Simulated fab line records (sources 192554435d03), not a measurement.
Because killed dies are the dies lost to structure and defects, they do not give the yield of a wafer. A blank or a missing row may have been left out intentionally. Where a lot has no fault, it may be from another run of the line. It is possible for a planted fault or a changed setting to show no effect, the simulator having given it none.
Chamber matching    flow n5-finfet    rie-diel-03 running N5_BEOL_M9_STRIP_19: 4 sister chambers
The step strips in O2. 8 wafers are shown with their chamber, then 11 later ones without.

## WAFERS PAIRED WITH THEIR CHAMBERS
wafer   chamber  drypump-motor-current-A (A)  showerhead-plenum-p-Torr (Torr)
L083.3  3        5.9                          2.15
L083.6  3        5.9                          2.15
L084.6  1        6.5                          2.14
L085.6  1        6.4                          2.14
L087.3  2        5.6                          2.13
L087.4  2        5.6                          2.13
L087.5  0        5.9                          2.15
L090.4  0        5.9                          2.14

## WAFERS WITHOUT THEIR CHAMBER
wafer   drypump-motor-current-A (A)  showerhead-plenum-p-Torr (Torr)
L090.5  5.9                          2.14
L090.6  5.6                          2.12
L089.2  5.9                          2.14
L089.5  5.9                          2.14
L089.6  5.9                          2.14
L096.1  5.9                          2.14
L096.3  6.4                          2.14
L096.5  5.9                          2.14
L097.2  5.9                          2.14
L097.4  5.9                          2.14
L097.5  5.9                          2.14

## WHICH CHAMBER EACH WENT THROUGH
wafer   from the rows above      in truth
L090.5  can't be placed: 0 or 3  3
L090.6  2                        2
L089.2  can't be placed: 0 or 3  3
L089.5  can't be placed: 0 or 3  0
L089.6  can't be placed: 0 or 3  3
L096.1  can't be placed: 0 or 3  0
L096.3  1                        1
L096.5  can't be placed: 0 or 3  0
L097.2  can't be placed: 0 or 3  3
L097.4  can't be placed: 0 or 3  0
L097.5  can't be placed: 0 or 3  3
Placed correctly: 2 of 11. Not placeable from these rows: 9 (in 9, the candidates include the true chamber). Wrongly placed: 0.
How it was worked out, from the rows above alone: a wafer's distance from a chamber is the root of the sum, over the readings, of the square of ((its reading less the chamber's mean) divided by the reading's scatter). If the next closest chamber is less than 2 further off than the closest, the wafer can't be placed; otherwise it belongs to the closest. For every chamber, the mean is computed from those of its wafers that are shown. How the scatter is found: for the shown wafers, subtract from each reading the mean of its chamber, square and add these, divide the total by (wafers less chambers), then take the root.
